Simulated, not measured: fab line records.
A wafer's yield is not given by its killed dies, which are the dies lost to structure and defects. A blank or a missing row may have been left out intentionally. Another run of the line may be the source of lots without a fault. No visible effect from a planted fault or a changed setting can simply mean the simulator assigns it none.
Chamber matching	flow n5Finfet	4 sister chambers for N5_BEOL_M12_CMP_49 on cmp-04
The step polishes, stops on SiOC, t overpolish 20.6 s, target thk 320 nm. 8 wafers are shown with their chamber, then 9 later ones without.

== EACH WAFER AND ITS CHAMBER ==
wafer	chamber	motorCurrentA (A)	barrierFieldEndpointS (s)
L074.5	0	6.5	31.0
L076.1	2	6.8	30.0
L086.2	2	6.3	29.8
L091.1	3	7.2	28.9
L091.6	0	6.7	29.9
L092.3	1	6.2	30.2
L092.4	3	7.3	30.0
L092.5	1	6.6	30.4

== WAFERS MISSING THEIR CHAMBER ==
wafer	motorCurrentA (A)	barrierFieldEndpointS (s)
L097.2	7.4	29.4
L097.4	5.9	30.7
L097.6	6.4	29.8
L095.1	6.3	29.7
L095.4	6.5	29.8
L095.6	6.2	29.7
L094.2	6.2	30.9
L094.5	6.4	31.0
L094.6	6.3	30.2

== WHICH CHAMBER EACH ONE RAN IN ==
wafer	from the rows above	in truth
L097.2	3	3
L097.4	can't be placed: 1 or 0 or 2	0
L097.6	can't be placed: 2 or 1 or 0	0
L095.1	can't be placed: 2 or 1 or 0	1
L095.4	can't be placed: 2 or 1 or 0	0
L095.6	can't be placed: 1 or 2 or 0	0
L094.2	can't be placed: 1 or 0 or 2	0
L094.5	can't be placed: 1 or 0 or 2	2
L094.6	can't be placed: 1 or 2 or 0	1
Correctly placed: 1 of 9. Not placeable from these rows: 8 (in 8, the candidates include the true chamber). 0 placed wrongly.
How it was worked out, from the rows above alone: a wafer's distance from a chamber is the root of the sum, over the readings, of the square of ((its reading less the chamber's mean) divided by the reading's scatter). If the next closest chamber is less than 2 further off than the closest, the wafer can't be placed; otherwise it belongs to the closest. For every chamber, the mean is computed from those of its wafers that are shown. The scatter is the square root of a quotient: the sum, over the shown wafers, of each reading's squared deviation from its chamber's mean, divided by wafers minus chambers.
